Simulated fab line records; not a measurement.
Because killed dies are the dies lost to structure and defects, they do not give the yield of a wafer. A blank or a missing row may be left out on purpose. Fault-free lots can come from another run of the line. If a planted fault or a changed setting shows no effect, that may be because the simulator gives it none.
A lot that was struck, set against a sound lot | flow nand-harc | 13 out of 1302 route steps
Sound: these wafers, L604.1, L604.5, L604.6. Struck: wafer L609.4 (left out: L609.6, a lot-mate that was not struck); the cause follows at the end.
Each step with rows lists, per side, the tool, then ch with its chambers, then its first start. Under that, the readings that differ: sound wafers | struck wafers | difference of the means | sigmas: that difference in standard deviations of wafers without a fault.
alike: readings with means less than 2 such deviations apart, plus words and numbers identical on both sides. not compared: withheld readings, readings lacking a value on some wafer, bounds such as >300 that could conceal the same value, and numbers that have no deviation in the record and whose values overlap.
A row with sigmas, a row that says differs or no value, or rows on one side alone: a step with any of these is where the two part. When numbers do not overlap yet have no deviation, they are printed without sigmas and do not part them. Lack of a reading on every wafer of one side parts them only where that side has two or more wafers.

first, 1 step without rows for these wafers: NHARC_A_STAIRCASE_HARDBAKE_185 (time 140 s).
NHARC_A_STAIRCASE_DESCUM_186: chemistry O2, time 3 s.
  sound on rie-diel-08 ch 0,1,2, day 18 20:44; struck on rie-diel-08 ch 2, day 20 03:40
  alike: drypump-motor-current-A, o2-flow-sccm, oes-product-au, rf-vpp-V, showerhead-plenum-p-Torr, throttle-valve-pct
  not compared: rf-hours-counter-h
then, 2 steps without rows for these wafers: NHARC_A_STAIRCASE_TRIM_187 (chemistry O2, time 211.2 s); NHARC_A_STAIRCASE_ETCH_188 (etches the open film in C4F8/O2, target depth 100 nm, time 40.5 s).
NHARC_A_STAIRCASE_TRIM_189: chemistry O2, time 211.2 s.
  sound: rie-diel-08 ch 0,1,3; struck: rie-diel-08 ch 0
  alike: drypump-motor-current-A, o2-flow-sccm, oes-product-au, rf-vpp-V, run-length-s, showerhead-plenum-p-Torr, throttle-valve-pct
  not compared: rf-hours-counter-h
NHARC_A_STAIRCASE_ETCH_190: etches the open film in C4F8/O2, target depth 100 nm, time 40.5 s.
  sound: rie-diel-08 ch 0,2,3; struck: rie-diel-08 ch 1
  reading               | sound             | struck | difference | sigmas
  oes-product-au (a.u.) | 0.959 0.935 0.948 | 0.920  | -0.027     | -2
  alike: rf-vpp-V
  not compared: rf-hours-counter-h
NHARC_A_STAIRCASE_TRIM_191: chemistry O2, time 211.2 s.
  sound: rie-diel-08 ch 0,3; struck: rie-diel-08 ch 1
  alike: drypump-motor-current-A, o2-flow-sccm, oes-product-au, rf-vpp-V, run-length-s, showerhead-plenum-p-Torr, throttle-valve-pct
  not compared: rf-hours-counter-h
NHARC_A_STAIRCASE_ETCH_192: etches the open film in C4F8/O2, target depth 100 nm, time 40.5 s.
  sound: rie-diel-08 ch 0,1; struck: rie-diel-08 ch 3
  alike: oes-product-au, rf-vpp-V
  not compared: rf-hours-counter-h
then, 2 steps without rows for these wafers: NHARC_A_STAIRCASE_TRIM_193 (chemistry O2, time 211.2 s); NHARC_A_STAIRCASE_ETCH_194 (etches the open film in C4F8/O2, target depth 100 nm, time 40.5 s).
NHARC_A_STAIRCASE_TRIM_196: chemistry O2, time 211.2 s.
  sound on rie-diel-08 ch 0,2,3, day 18 21:52; struck on rie-diel-08 ch 2, day 20 04:48
  reading          | sound             | struck | difference | sigmas
  run-length-s (s) | 233.0 232.4 233.1 | 226.9  | -5.9       | -11
  alike: drypump-motor-current-A, o2-flow-sccm, oes-product-au, rf-vpp-V, showerhead-plenum-p-Torr, throttle-valve-pct
  not compared: rf-hours-counter-h
then, 1 step without rows for these wafers: NHARC_A_STAIRCASE_ETCH_197 (etches the open film in C4F8/O2, target depth 100 nm, time 40.5 s).
-- jump in the record: it breaks off in module A_STAIRCASE and resumes in module END (first step shown: number 1302 of the route), and 9 days separate the struck wafers' starts before and after --
NHARC_END_SORT_01:
  only the struck wafers appear in the record here, on prober-01 ch 0 at day 28 21:22; the sound ones have no rows

WHERE THEY PART
Last at NHARC_END_SORT_01 as far as this record goes, first at NHARC_A_STAIRCASE_ETCH_190.

WHY: what had been put in by the simulator
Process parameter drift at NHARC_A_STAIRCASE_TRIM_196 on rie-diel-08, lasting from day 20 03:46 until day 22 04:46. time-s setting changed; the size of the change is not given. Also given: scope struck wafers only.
